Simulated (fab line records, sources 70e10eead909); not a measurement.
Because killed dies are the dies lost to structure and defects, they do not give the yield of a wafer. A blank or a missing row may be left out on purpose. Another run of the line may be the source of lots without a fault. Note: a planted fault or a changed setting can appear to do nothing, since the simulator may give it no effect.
Which tool was responsible? :: flow nand_harc :: 11 lots, 33 wafers sampled, at 4 steps of a route of 1302

WHAT EACH GAUGE READ, for each wafer
NHARC_A_CHANNEL_HOLE_D2_CD_MEAS_31.
lot: L775
measured: day 13 10:48
on: cd_sem-01
cd_nm (nm): 87.7 87.2 87.0

lot: L777
measured: day 14 12:07
on: cd_sem-02
cd_nm (nm): 85.5 91.8 90.2

lot: L779
measured: day 14 20:34
on: cd_sem-03
cd_nm (nm): 87.8 91.2 87.6

lot: L780
measured: day 15 08:44
on: cd_sem-01
cd_nm (nm): 90.9 89.9 93.7

lot: L782
measured: day 16 00:57
on: cd_sem-03
cd_nm (nm): 89.5 89.9 89.2

lot: L783
measured: day 16 22:08
on: cd_sem-01
cd_nm (nm): 89.8 90.0 92.0

lot: L784
measured: day 18 02:28
on: cd_sem-02
cd_nm (nm): 94.5 87.7 90.1

lot: L786
measured: day 18 09:04
on: cd_sem-03
cd_nm (nm): 90.8 89.8 92.0

lot: L787
measured: day 18 20:19
on: cd_sem-01
cd_nm (nm): 87.8 91.0 90.1

lot: L790
measured: day 19 19:44
on: cd_sem-02
cd_nm (nm): 0.3 -1.7 -0.3 0.3 -2.0 -0.6

lot: L789
measured: day 19 22:05
on: cd_sem-03
cd_nm (nm): 3.6 0.6 0.1 3.2 0.5 0.0

WHICH TOOL RAN EACH LOT (tool, then ch and the chambers of the sampled wafers, then the start)
lot: L775
NHARC_A_CHANNEL_HOLE_D2_ETCH_38: rie_diel-05 ch 0,1,2, day 12 23:54
NHARC_A_CHANNEL_HOLE_D2_ETCH_21: har_etch-02 ch 0, day 13 01:58
NHARC_A_CHANNEL_HOLE_D2_ETCH_27: har_etch-02 ch 0, day 13 08:59

lot: L777
NHARC_A_CHANNEL_HOLE_D2_ETCH_38: rie_diel-06 ch 0,1,2, day 14 05:29
NHARC_A_CHANNEL_HOLE_D2_ETCH_21: har_etch-02 ch 0,1, day 14 07:00
NHARC_A_CHANNEL_HOLE_D2_ETCH_27: har_etch-02 ch 0,1, day 14 10:34

lot: L779
NHARC_A_CHANNEL_HOLE_D2_ETCH_38: rie_diel-05 ch 0,1,2, day 14 13:55
NHARC_A_CHANNEL_HOLE_D2_ETCH_21: har_etch-02 ch 0,1, day 14 15:32
NHARC_A_CHANNEL_HOLE_D2_ETCH_27: har_etch-02 ch 0,1, day 14 19:02

lot: L780
NHARC_A_CHANNEL_HOLE_D2_ETCH_38: rie_diel-06 ch 1,2,3, day 15 02:08
NHARC_A_CHANNEL_HOLE_D2_ETCH_21: har_etch-01 ch 0,1, day 15 03:43
NHARC_A_CHANNEL_HOLE_D2_ETCH_27: har_etch-01 ch 0,1, day 15 07:14

lot: L782
NHARC_A_CHANNEL_HOLE_D2_ETCH_38: rie_diel-09 ch 1,2, day 15 18:21
NHARC_A_CHANNEL_HOLE_D2_ETCH_21: har_etch-01 ch 0,1, day 15 19:52
NHARC_A_CHANNEL_HOLE_D2_ETCH_27: har_etch-01 ch 0,1, day 15 23:25

lot: L783
NHARC_A_CHANNEL_HOLE_D2_ETCH_38: rie_diel-06 ch 1,3, day 16 15:23
NHARC_A_CHANNEL_HOLE_D2_ETCH_21: har_etch-02 ch 0,1, day 16 16:53
NHARC_A_CHANNEL_HOLE_D2_ETCH_27: har_etch-02 ch 0,1, day 16 20:26

lot: L784
NHARC_A_CHANNEL_HOLE_D2_ETCH_38: rie_diel-05 ch 2,3, day 17 17:23
NHARC_A_CHANNEL_HOLE_D2_ETCH_21: har_etch-01 ch 0,1, day 17 18:55
NHARC_A_CHANNEL_HOLE_D2_ETCH_27: har_etch-01 ch 0,1, day 18 00:54

lot: L786
NHARC_A_CHANNEL_HOLE_D2_ETCH_38: rie_diel-09 ch 0,2,3, day 18 02:27
NHARC_A_CHANNEL_HOLE_D2_ETCH_21: har_etch-02 ch 0,1, day 18 03:58
NHARC_A_CHANNEL_HOLE_D2_ETCH_27: har_etch-02 ch 0,1, day 18 07:31

lot: L787
NHARC_A_CHANNEL_HOLE_D2_ETCH_38: rie_diel-09 ch 2,3, day 18 10:32
NHARC_A_CHANNEL_HOLE_D2_ETCH_21: har_etch-02 ch 1, day 18 15:13
NHARC_A_CHANNEL_HOLE_D2_ETCH_27: har_etch-02 ch 1, day 18 18:47

lot: L790
NHARC_A_CHANNEL_HOLE_D2_ETCH_38: rie_diel-05 ch 1,2,3, day 19 10:55
NHARC_A_CHANNEL_HOLE_D2_ETCH_21: har_etch-02 ch 0,1, day 19 14:50
NHARC_A_CHANNEL_HOLE_D2_ETCH_27: har_etch-02 ch 0,1, day 19 18:17

lot: L789
NHARC_A_CHANNEL_HOLE_D2_ETCH_38: rie_diel-09 ch 0,1,3, day 19 11:43
NHARC_A_CHANNEL_HOLE_D2_ETCH_21: har_etch-01 ch 0,1, day 19 17:01
NHARC_A_CHANNEL_HOLE_D2_ETCH_27: har_etch-01 ch 0,1, day 19 20:34
- NHARC_A_CHANNEL_HOLE_D2_ETCH_38: etches the open film in CF4, target depth 39 nm, time 65 s.
- NHARC_A_CHANNEL_HOLE_D2_ETCH_21: etches the open film in C4F8/O2/Ar, time 514.3 s, target depth 1600 nm.
- NHARC_A_CHANNEL_HOLE_D2_ETCH_27: etches the open film in C4F8/O2/Ar, time 90 s, target depth 400 nm.

THE ANSWER, worked out from the rows above alone
Rule: the lots themselves supply what counts as usual. The widest of any qualifying gaps counts: lots, ordered by their means at a reading, are off when they make up no more than a third of the lots, leave a main group of 4 or more, and stand apart from it by 3 or more times the standard deviation of that group's means. A main group is skipped when, at the precision printed for the reading in the tables above, its means are all equal. Also off: a lot with no number at a reading for which 4 or more lots have one. All remaining lots with rows at the step are treated as sound.
Off, at NHARC_A_CHANNEL_HOLE_D2_CD_MEAS_31 on cd_nm: L790, L789. For the main group the mean is 89.8 nm and the standard deviation 1.2.
If a tool, at a process step before that reading, ran all the lots that are off and no sound lot after the first of them, it fits. The gauges at NHARC_A_CHANNEL_HOLE_D2_CD_MEAS_31 are tried like those tools. Of those tried, none fits.

WHAT THE SIMULATOR HAD INSERTED
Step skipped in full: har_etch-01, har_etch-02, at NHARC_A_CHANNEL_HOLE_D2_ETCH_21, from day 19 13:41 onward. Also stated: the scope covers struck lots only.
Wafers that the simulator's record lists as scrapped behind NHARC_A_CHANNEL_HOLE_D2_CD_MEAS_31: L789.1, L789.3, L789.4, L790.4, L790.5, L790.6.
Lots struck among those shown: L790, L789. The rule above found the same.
